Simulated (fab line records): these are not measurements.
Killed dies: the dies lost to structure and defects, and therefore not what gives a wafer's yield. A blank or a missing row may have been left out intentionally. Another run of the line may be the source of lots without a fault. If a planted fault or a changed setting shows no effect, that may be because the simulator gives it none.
8D (eight disciplines) problem report, filled in by code ; flow n5 finfet ; the parts of the form that need people (team, actions taken, sign-off) are left out

## 1. WHAT WENT WRONG
IOFF_N at N5_BEOL_M4_RC_MEAS_101 reads a mean of 21.55 nA/um on 6 wafers of 2 lots; wafers without a fault read 0.17 nA/um with a standard deviation of 0.052. That is +99 or more standard deviations from the usual mean.
First observed at day 11 03:02: wafer L735.3, on prober-01. The record has a number at this step for 11 wafers belonging to 4 lots. By rule, "out" or "out of limits" means more than 4 standard deviations away from the usual mean. The other wafers with a number count as sound.

## 2. WHAT IT IS, AND WHAT IT ISN'T
question;is;is not
which readings at this step;IOFF_N, CJ_N, DIBL_N, IOFF_N_85C, IOFF_N_LIN, RS_PWELL, SS_N;DIBL_P, IOFF_P, ION_P, SS_P, VT_P
which lots;L735, L736;L746, L749
which wafers of those lots;all that have a number;-
read on which gauges;prober-01, prober-02;-
when;from day 11 03:02;"up to then (0 sound wafers); but 5 sound wafers of L746, L749 came after"

## 3. SUSPECTS, AND WHAT RULES EACH OUT
Counting: a tool stays on the suspect list if, at a process step up to the reading, it processed all lots that are out and no sound lot following the first of them.
- the gauge at N5_BEOL_M4_RC_MEAS_101 is ruled out. 2 gauges (prober-01, prober-02) read the wafers that are out.
- implanter-02 at N5_WELL_APT_IMPLANT_32: ruled out as a lasting fault. Following L735 (day 3 21:38), the first lot on it that is out, the sound lots L746 were run on it.
Left after counting: nothing in the record.

## 4. THE CAUSE (what the simulator had put in)
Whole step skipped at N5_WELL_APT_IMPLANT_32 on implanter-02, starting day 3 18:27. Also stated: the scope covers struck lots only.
It was ruled out by counting, in error; the rule expects a fault to strike all lots run on its tool from its start on, and this fault did not.

## 5. SEQUENCE OF EFFECTS, ordered by route
Rows list readings where the struck wafers' mean (over those with a number) sits beyond 3 standard deviations from the usual. Only readings whose record carries a usual standard deviation are examined. hours: median over the lots of the time between each lot's start at the first step of this table that gives one and its start at this step. sigmas: the change, counted in usual standard deviations.
hours;step;reading;usual;on struck wafers;change;sigmas
0;N5_BEOL_M4_RC_MEAS_101;CJ_N;4.38;1.08;-3.30;-37
0;N5_BEOL_M4_RC_MEAS_101;DIBL_N;36.4 mV/V;93.6;+57.2;+26
0;N5_BEOL_M4_RC_MEAS_101;IOFF_N;0.17 nA/um;21.55;+21.38;+99 or more
0;N5_BEOL_M4_RC_MEAS_101;IOFF_N_85C;3.3 nA/um;180.0;+176.7;+99 or more
0;N5_BEOL_M4_RC_MEAS_101;IOFF_N_LIN;0.076 nA/um;0.854;+0.778;+49
0;N5_BEOL_M4_RC_MEAS_101;RS_PWELL;3014 ohm/sq;3213;+199;+9.0
0;N5_BEOL_M4_RC_MEAS_101;SS_N;71.7 mV/dec;125.7;+54.0;+55
0;N5_BEOL_M4_RC_MEAS_101;VT_N;250 mV;238;-12;-3.1
0;N5_BEOL_M4_RC_MEAS_101;VT_N_LVT;99 mV;87;-12;-3.1
106;N5_PASSIVATION_PROBE_49;sort_bin_4_leakage;0 %;90;+90;+25
106;N5_PASSIVATION_PROBE_49;sort n pass;1069;0;-1069;-21
106;N5_PASSIVATION_PROBE_49;sort yield pct;91 %;0;-91;-21
The process steps in it:
- N5_PASSIVATION_PROBE_49
Readings that are blank on the struck wafers while sound wafers have them: beam energy keV at N5_WELL_APT_IMPLANT_32; beam on s at N5_WELL_APT_IMPLANT_32.

## 6. HOW IT WOULD HAVE BEEN CAUGHT EARLIER
Counted from the fault's start at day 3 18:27, it took 177 hours until the first out-of-limits reading at a measuring or inspecting step in this record, taken at day 11 03:02.
At N5_WELL_APT_IMPLANT_32 the tool's readings are blank on the struck wafers, where sound wafers have them: an empty tool record is the first sign, and it was there at once.
